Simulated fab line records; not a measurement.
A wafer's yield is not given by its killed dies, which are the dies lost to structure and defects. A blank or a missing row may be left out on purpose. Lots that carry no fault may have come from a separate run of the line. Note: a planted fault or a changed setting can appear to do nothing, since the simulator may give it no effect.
Chamber matching	flow nandHarc	NHARC_A_SLIT_DEP_23 on pecvd-03: 3 sister chambers
The step deposits SiON, target thk 100 nm. 14 wafers are shown with their chamber, then 7 later ones without.

WAFERS PAIRED WITH THEIR CHAMBERS
wafer	chamber	showerheadVppV (V)	heaterPowerW (W)
L200.1	2	1186	754
L200.3	1	1157	799
L200.4	2	1196	757
L203.1	0	1061	844
L203.4	2	1171	802
L203.6	1	1136	771
L210.1	0	1078	824
L210.3	2	1152	799
L210.6	0	1078	816
L212.1	1	1127	709
L212.3	2	1166	683
L212.6	2	1198	692
L214.1	2	1192	758
L214.3	0	1077	835

SIGNATURES (averages over the wafers above)
reading	chamber 0	chamber 1	chamber 2	scatter within a chamber
showerheadVppV	1073.50	1140.00	1180.14	15.1
heaterPowerW	829.75	759.67	749.29	40.2
Rule: for each reading, subtract the chamber's mean from the wafer's reading, divide by that reading's scatter and square the result; add these up over the readings and take the root, which gives the wafer's distance from the chamber. The wafer belongs to the nearest chamber; if the next one is less than 2 further off, it can't be placed. The scatter: take each reading less its chamber's mean, square it, sum over the shown wafers, divide by the number of wafers less the number of chambers, and take the root.

WAFERS MISSING THEIR CHAMBER
wafer	showerheadVppV (V)	heaterPowerW (W)
L214.6	1083	832
L216.1	1049	780
L216.3	1114	704
L216.5	1178	689
L217.1	1132	781
L217.2	1189	715
L217.3	1081	759

EACH ONE'S CHAMBER
wafer	from the rows above	in truth
L214.6	0	0
L216.1	0	0
L216.3	can't be placed: 1 or 0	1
L216.5	can't be placed: 2 or 1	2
L217.1	1	1
L217.2	2	2
L217.3	0	0
Placed correctly: 5 of 7. Unplaceable from these rows: 2, with the true chamber sitting among the candidates in 2. 0 placed wrongly.
